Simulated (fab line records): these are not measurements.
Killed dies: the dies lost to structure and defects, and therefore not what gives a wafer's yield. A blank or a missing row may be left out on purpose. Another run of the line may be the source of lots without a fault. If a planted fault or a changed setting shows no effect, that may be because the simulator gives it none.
Which tool did it? | flow n5 finfet | 24 lots, 72 wafers sampled, at 5 steps of a route of 1938

WHAT EACH GAUGE READ, for each wafer
N5_MOL_CONTACT_COAG_CD_MEAS_08: target cd 28 nm. Usual: cd nm reads 27.99 nm (standard deviation 0.25).
lot  | measured     | on        | cd nm (nm)        | flag
L074 | day 4 16:50  | cd sem-03 | 27.58 28.01 28.19 |
L075 | day 5 05:00  | cd sem-01 | 28.15 27.71 27.97 |
L076 | day 5 05:05  | cd sem-03 | 28.17 28.33 28.12 |
L077 | day 5 11:55  | cd sem-02 | 27.92 27.91 27.93 |
L078 | day 5 17:49  | cd sem-03 | 28.22 28.00 27.89 |
L079 | day 6 01:11  | cd sem-03 | 28.16 28.10 27.90 |
L080 | day 6 05:20  | cd sem-03 | 28.18 28.18 27.90 |
L081 | day 6 12:13  | cd sem-02 | 27.67 27.53 28.04 |
L082 | day 6 17:13  | cd sem-03 | 28.05 27.72 27.82 |
L083 | day 6 22:41  | cd sem-02 | 27.88 27.74 28.14 |
L084 | day 7 06:12  | cd sem-02 | 28.63 27.96 28.04 |
L085 | day 7 13:14  | cd sem-03 | 28.31 27.75 28.15 |
L086 | day 7 16:44  | cd sem-02 | 27.96 28.26 28.32 |
L087 | day 7 23:51  | cd sem-03 | 28.13 27.80 28.48 |
L088 | day 8 05:11  | cd sem-02 | 27.62 28.21 27.90 |
L089 | day 8 13:17  | cd sem-03 | 27.84 27.78 27.96 |
L090 | day 8 15:52  | cd sem-02 | 28.22 28.60 27.90 |
L091 | day 8 21:37  | cd sem-03 | 28.13 28.06 28.07 |
L092 | day 9 05:15  | cd sem-02 | 27.51 28.12 27.72 |
L093 | day 9 08:00  | cd sem-01 | 28.05 28.18 28.25 |
L094 | day 9 20:21  | cd sem-01 | 27.29 27.81 27.67 |
L095 | day 9 21:26  | cd sem-03 | 27.86 28.22 27.78 |
L096 | day 10 05:44 | cd sem-02 | 27.77 28.40 28.32 |
L097 | day 10 09:44 | cd sem-01 | 27.71 28.35 27.79 |

N5_MOL_CONTACT_COAG_OVL_MEAS_09. Usual: for CA_OVL the level is 0.2 nm and the standard deviation is 0.66.
lot  | measured     | on         | CA_OVL (nm)    | flag
L074 | day 4 16:52  | overlay-02 | 0.1 1.0 0.2    |
L075 | day 5 05:02  | overlay-02 | 0.3 1.1 0.2    |
L076 | day 5 05:07  | overlay-02 | -0.9 0.0 -0.3  |
L077 | day 5 11:57  | overlay-01 | -0.1 -0.5 0.1  |
L078 | day 5 17:51  | overlay-02 | -0.5 1.4 0.9   |
L079 | day 6 01:13  | overlay-01 | 2.0 1.3 1.3    |
L080 | day 6 05:23  | overlay-01 | 0.1 0.2 -0.6   |
L081 | day 6 12:15  | overlay-02 | 0.7 0.1 -0.1   |
L082 | day 6 17:15  | overlay-01 | -0.8 -0.9 -0.1 |
L083 | day 6 22:43  | overlay-01 | -0.1 0.9 -0.2  |
L084 | day 7 06:14  | overlay-01 | 0.1 -0.6 -0.3  |
L085 | day 7 13:16  | overlay-01 | -1.1 -1.0 0.0  |
L086 | day 7 16:46  | overlay-02 | 1.1 0.1 0.3    |
L087 | day 7 23:53  | overlay-01 | 1.0 0.7 0.0    |
L088 | day 8 05:13  | overlay-01 | 0.5 1.3 0.1    |
L089 | day 8 13:19  | overlay-01 | -0.2 -0.5 0.0  |
L090 | day 8 15:54  | overlay-02 | -1.4 0.1 0.1   |
L091 | day 8 21:39  | overlay-02 | 1.2 1.2 1.1    |
L092 | day 9 05:17  | overlay-02 | -0.1 -0.3 1.1  |
L093 | day 9 08:02  | overlay-02 | -0.3 1.0 -0.9  |
L094 | day 9 20:23  | overlay-02 | 0.4 0.6 1.0    |
L095 | day 9 21:28  | overlay-01 | -0.1 0.3 1.0   |
L096 | day 10 05:46 | overlay-02 | 0.9 -0.1 0.5   |
L097 | day 10 09:46 | overlay-02 | -0.6 0.3 0.0   |

N5_BEOL_M0_SAQP_CD_MEAS_25: target cd 13.1 nm. Usual: cd nm reads 12.75 nm (standard deviation 0.25).
lot  | measured     | on        | cd nm (nm)        | flag
L074 | day 5 15:32  | cd sem-01 | 12.96 12.56 12.26 |
L075 | day 6 00:43  | cd sem-02 | 12.54 12.91 13.04 |
L076 | day 6 01:50  | cd sem-03 | 12.66 12.97 12.81 |
L077 | day 7 01:41  | cd sem-03 | 12.72 13.27 12.76 |
L078 | day 7 02:02  | cd sem-03 | 12.88 12.91 12.80 |
L079 | day 7 02:08  | cd sem-01 | 12.95 12.95 12.79 |
L080 | day 7 04:28  | cd sem-01 | 13.16 13.02 12.26 |
L081 | day 7 11:51  | cd sem-03 | 12.73 12.64 13.04 |
L082 | day 7 12:49  | cd sem-03 | 12.87 12.48 12.74 |
L083 | day 7 20:12  | cd sem-02 | 12.53 12.86 12.51 |
L084 | day 8 01:29  | cd sem-03 | 12.68 12.48 12.57 |
L085 | day 8 09:08  | cd sem-01 | 12.65 12.30 13.09 |
L086 | day 8 15:11  | cd sem-01 | 12.64 12.81 12.58 |
L087 | day 9 00:07  | cd sem-01 | 12.95 12.27 12.53 |
L088 | day 9 03:07  | cd sem-01 | 12.80 12.58 12.65 |
L089 | day 9 08:35  | cd sem-02 | 12.51 12.58 12.44 |
L090 | day 9 13:30  | cd sem-01 | 13.05 12.65 12.92 |
L091 | day 9 17:49  | cd sem-01 | 12.90 12.78 12.49 |
L092 | day 10 03:05 | cd sem-02 | 12.96 12.85 12.82 |
L093 | day 10 09:04 | cd sem-01 | 12.87 13.24 12.79 |
L094 | day 10 17:42 | cd sem-01 | 12.88 12.12 12.73 |
L095 | day 10 20:08 | cd sem-02 | 12.51 12.45 13.09 |
L096 | day 11 01:23 | cd sem-01 | 12.90 12.54 12.64 |
L097 | day 11 06:08 | cd sem-02 | 12.83 12.97 12.71 |

WHAT TOOL EACH LOT RAN ON (gives the tool, then ch and the chambers of the sampled wafers, and finally the start)
lot  | N5_MOL_CONTACT_COAG_STRIP_98      | N5_BEOL_M0_SAQP_ETCH_83
L074 | rie diel-05 ch 1,2, day 4 17:17   | rie diel-04 ch 1,3, day 5 13:52
L075 | rie diel-03 ch 0,1,3, day 5 05:32 | rie diel-02 ch 1,2, day 5 22:58
L076 | rie diel-05 ch 1,2, day 5 05:34   | rie diel-01 ch 0,1,3, day 6 00:09
L077 | rie diel-06 ch 1,2,3, day 5 12:22 | rie diel-01 ch 0,1, day 6 23:00
L078 | rie diel-05 ch 1,3, day 5 18:21   | rie diel-04 ch 0,2,3, day 6 23:10
L079 | rie diel-06 ch 1,2, day 6 01:48   | rie diel-01 ch 0,2, day 6 23:26
L080 | rie diel-03 ch 0,2,3, day 6 05:52 | rie diel-02 ch 1,2,3, day 7 02:21
L081 | rie diel-03 ch 0,3, day 6 12:55   | rie diel-04 ch 1,2,3, day 7 08:52
L082 | rie diel-05 ch 0,1,2, day 6 17:40 | rie diel-04 ch 0,1,2, day 7 11:11
L083 | rie diel-06 ch 1,2,3, day 6 23:13 | rie diel-04 ch 0,2,3, day 7 18:40
L084 | rie diel-05 ch 0,1,2, day 7 06:39 | rie diel-01 ch 0,2,3, day 7 23:57
L085 | rie diel-06 ch 0,1,3, day 7 13:58 | rie diel-01 ch 0,1,3, day 8 07:37
L086 | rie diel-05 ch 0,1,2, day 7 17:19 | rie diel-04 ch 0,2, day 8 12:18
L087 | rie diel-06 ch 0,1, day 8 00:25   | rie diel-01 ch 0,2,3, day 8 21:40
L088 | rie diel-05 ch 1,3, day 8 05:50   | rie diel-01 ch 0,1,3, day 9 01:07
L089 | rie diel-05 ch 0,3, day 8 13:43   | rie diel-04 ch 0,1,2, day 9 07:04
L090 | rie diel-06 ch 1,2,3, day 8 16:39 | rie diel-02 ch 0,2,3, day 9 11:58
L091 | rie diel-06 ch 2,3, day 8 22:04   | rie diel-01 ch 0,1,2, day 9 15:04
L092 | rie diel-06 ch 0,1,2, day 9 05:42 | rie diel-01 ch 0,1,2, day 10 01:34
L093 | rie diel-05 ch 0,1,3, day 9 08:41 | rie diel-02 ch 1,2,3, day 10 06:10
L094 | rie diel-05 ch 0,2,3, day 9 20:48 | rie diel-01 ch 0,3, day 10 16:10
L095 | rie diel-06 ch 1,2,3, day 9 21:53 | rie diel-01 ch 2,3, day 10 17:52
L096 | rie diel-05 ch 1,3, day 10 06:11  | rie diel-01 ch 1,2,3, day 10 23:52
L097 | rie diel-06 ch 1,2, day 10 10:11  | rie diel-01 ch 0,2,3, day 11 04:37
- N5_MOL_CONTACT_COAG_STRIP_98: strips in N2/H2.
- N5_BEOL_M0_SAQP_ETCH_83: etches SiARC in CF4, target depth 39 nm, time 65 s.

AS READ BY THE TOOLS THEMSELVES (means over the sampled wafers that have a number; for cases with no such wafer, the mark the record gives instead)
N5_MOL_CONTACT_COAG_STRIP_98. Usual: drypump motor current A 5.6 A, standard deviation 0.43; oes product au 0.77 a.u., standard deviation 0.087; rf vpp V 54.2 V, standard deviation 1.5; showerhead plenum p Torr 3.34 Torr, standard deviation 0.11; throttle valve pct 18.8 %, standard deviation 0.34.
lot  | tool        | drypump motor current A (A) | oes product au (a.u.) | rf vpp V (V) | showerhead plenum p Torr (Torr) | throttle valve pct (%) | flag
L074 | rie diel-05 | 5.5                         | 0.77                  | 54.0         | 3.44                            | 18.7                   |
L075 | rie diel-03 | 5.7                         | 0.82                  | 54.3         | 3.34                            | 18.9                   |
L076 | rie diel-05 | 5.4                         | 0.76                  | 53.4         | 3.39                            | 18.9                   |
L077 | rie diel-06 | 5.8                         | 0.73                  | 54.4         | 3.26                            | 18.5                   |
L078 | rie diel-05 | 5.2                         | 0.71                  | 53.2         | 3.33                            | 19.2                   |
L079 | rie diel-06 | 5.6                         | 0.71                  | 53.0         | 3.25                            | 18.5                   |
L080 | rie diel-03 | 6.0                         | 0.85                  | 53.5         | 3.26                            | 18.8                   |
L081 | rie diel-03 | 5.8                         | 0.89                  | 55.2         | 3.28                            | 18.6                   |
L082 | rie diel-05 | 5.5                         | 0.74                  | 56.0         | 3.39                            | 18.8                   |
L083 | rie diel-06 | 5.8                         | 0.72                  | 52.8         | 3.25                            | 18.5                   |
L084 | rie diel-05 | 5.5                         | 0.73                  | 54.6         | 3.38                            | 18.8                   |
L085 | rie diel-06 | 5.6                         | 0.73                  | 55.5         | 3.34                            | 18.6                   |
L086 | rie diel-05 | 5.5                         | 0.73                  | 54.3         | 3.38                            | 18.8                   |
L087 | rie diel-06 | 5.2                         | 0.72                  | 54.1         | 3.42                            | 18.9                   |
L088 | rie diel-05 | 5.2                         | 0.86                  | 54.5         | 3.31                            | 19.1                   |
L089 | rie diel-05 | 5.4                         | 0.84                  | 54.1         | 3.30                            | 18.9                   |
L090 | rie diel-06 | 5.8                         | 0.81                  | 52.6         | 3.38                            | 18.4                   |
L091 | rie diel-06 | 5.9                         | 0.88                  | 54.4         | 3.46                            | 18.5                   |
L092 | rie diel-06 | 5.4                         | 0.80                  | 55.2         | 3.46                            | 18.6                   |
L093 | rie diel-05 | 5.4                         | 0.77                  | 53.0         | 3.32                            | 19.0                   |
L094 | rie diel-05 | 5.5                         | 0.78                  | 55.6         | 3.36                            | 18.8                   |
L095 | rie diel-06 | 5.8                         | 0.80                  | 53.7         | 3.37                            | 18.5                   |
L096 | rie diel-05 | 5.2                         | 0.83                  | 56.3         | 3.30                            | 19.1                   |
L097 | rie diel-06 | 5.5                         | 0.81                  | 56.3         | 3.42                            | 18.3                   |

N5_BEOL_M0_SAQP_ETCH_83. Usual: drypump motor current A 5.5 A, standard deviation 0.4; etch rf on time s 64.1 s, standard deviation 1.7; oes product au 0.68 a.u., standard deviation 0.094; rf vpp V 184.4 V, standard deviation 1.1; showerhead plenum p Torr 2.17 Torr, standard deviation 0.072; throttle valve pct 15.58 %, standard deviation 0.25.
lot  | tool        | drypump motor current A (A) | etch rf on time s (s) | oes product au (a.u.) | rf vpp V (V) | showerhead plenum p Torr (Torr) | throttle valve pct (%) | flag
L074 | rie diel-04 | 5.6                         | 65.5                  | 0.61                  | 182.8        | 2.09                            | 15.85                  |
L075 | rie diel-02 | 5.2                         | 66.0                  | 0.63                  | 184.8        | 2.17                            | 15.60                  |
L076 | rie diel-01 | 5.7                         | 63.3                  | 0.65                  | 184.6        | 2.20                            | 15.55                  |
L077 | rie diel-01 | 5.5                         | 62.5                  | 0.69                  | 184.9        | 2.20                            | 15.51                  |
L078 | rie diel-04 | 5.3                         | 63.2                  | 0.76                  | 184.5        | 2.15                            | 15.57                  |
L079 | rie diel-01 | 5.4                         | 64.7                  | 0.66                  | 185.2        | 2.17                            | 15.66                  |
L080 | rie diel-02 | 5.2                         | 66.1                  | 0.67                  | 184.5        | 2.16                            | 15.65                  |
L081 | rie diel-04 | 5.2                         | 64.5                  | 0.67                  | 184.3        | 2.17                            | 15.69                  |
L082 | rie diel-04 | 5.1                         | 63.5                  | 0.74                  | 185.3        | 2.20                            | 15.45                  |
L083 | rie diel-04 | 5.3                         | 64.2                  | 0.74                  | 183.9        | 2.14                            | 15.58                  |
L084 | rie diel-01 | 5.5                         | 63.7                  | 0.65                  | 184.6        | 2.20                            | 15.64                  |
L085 | rie diel-01 | 5.7                         | 62.0                  | 0.74                  | 185.0        | 2.19                            | 15.40                  |
L086 | rie diel-04 | 5.1                         | 64.1                  | 0.80                  | 184.4        | 2.16                            | 15.36                  |
L087 | rie diel-01 | 5.5                         | 63.7                  | 0.64                  | 184.9        | 2.20                            | 15.66                  |
L088 | rie diel-01 | 5.7                         | 62.6                  | 0.72                  | 185.1        | 2.19                            | 15.42                  |
L089 | rie diel-04 | 5.1                         | 63.3                  | 0.81                  | 184.0        | 2.19                            | 15.31                  |
L090 | rie diel-02 | 5.5                         | 66.3                  | 0.72                  | 184.1        | 2.13                            | 15.40                  |
L091 | rie diel-01 | 5.6                         | 63.1                  | 0.72                  | 184.4        | 2.16                            | 15.46                  |
L092 | rie diel-01 | 5.6                         | 63.4                  | 0.72                  | 184.5        | 2.16                            | 15.46                  |
L093 | rie diel-02 | 5.2                         | 65.6                  | 0.64                  | 183.8        | 2.15                            | 15.69                  |
L094 | rie diel-01 | 5.6                         | 63.1                  | 0.63                  | 184.7        | 2.22                            | 15.65                  |
L095 | rie diel-01 | 5.5                         | 65.2                  | 0.60                  | 185.1        | 2.15                            | 15.77                  |
L096 | rie diel-01 | 5.7                         | 63.0                  | 0.67                  | 184.1        | 2.14                            | 15.52                  |
L097 | rie diel-01 | 5.5                         | 64.1                  | 0.64                  | 185.0        | 2.19                            | 15.69                  |

THE ANSWER, worked out from the rows above alone
Rule: lot off if the mean of its wafers having a number is beyond 3 standard deviations from the usual mean. A lot without any number at a reading at which 4 lots or more have one is off too. Where the step has rows for the other lots, those lots are counted as sound. First the gauges in route order, then the tools' own readings, where a lot's mean is used as printed above. The first step at which some lot is off is used, and at that step the reading that is off furthest; a lot without a number counts as furthest.
Nothing can be told from this: no lot is off at any reading shown.

WHAT WAS PUT IN BY THE SIMULATOR
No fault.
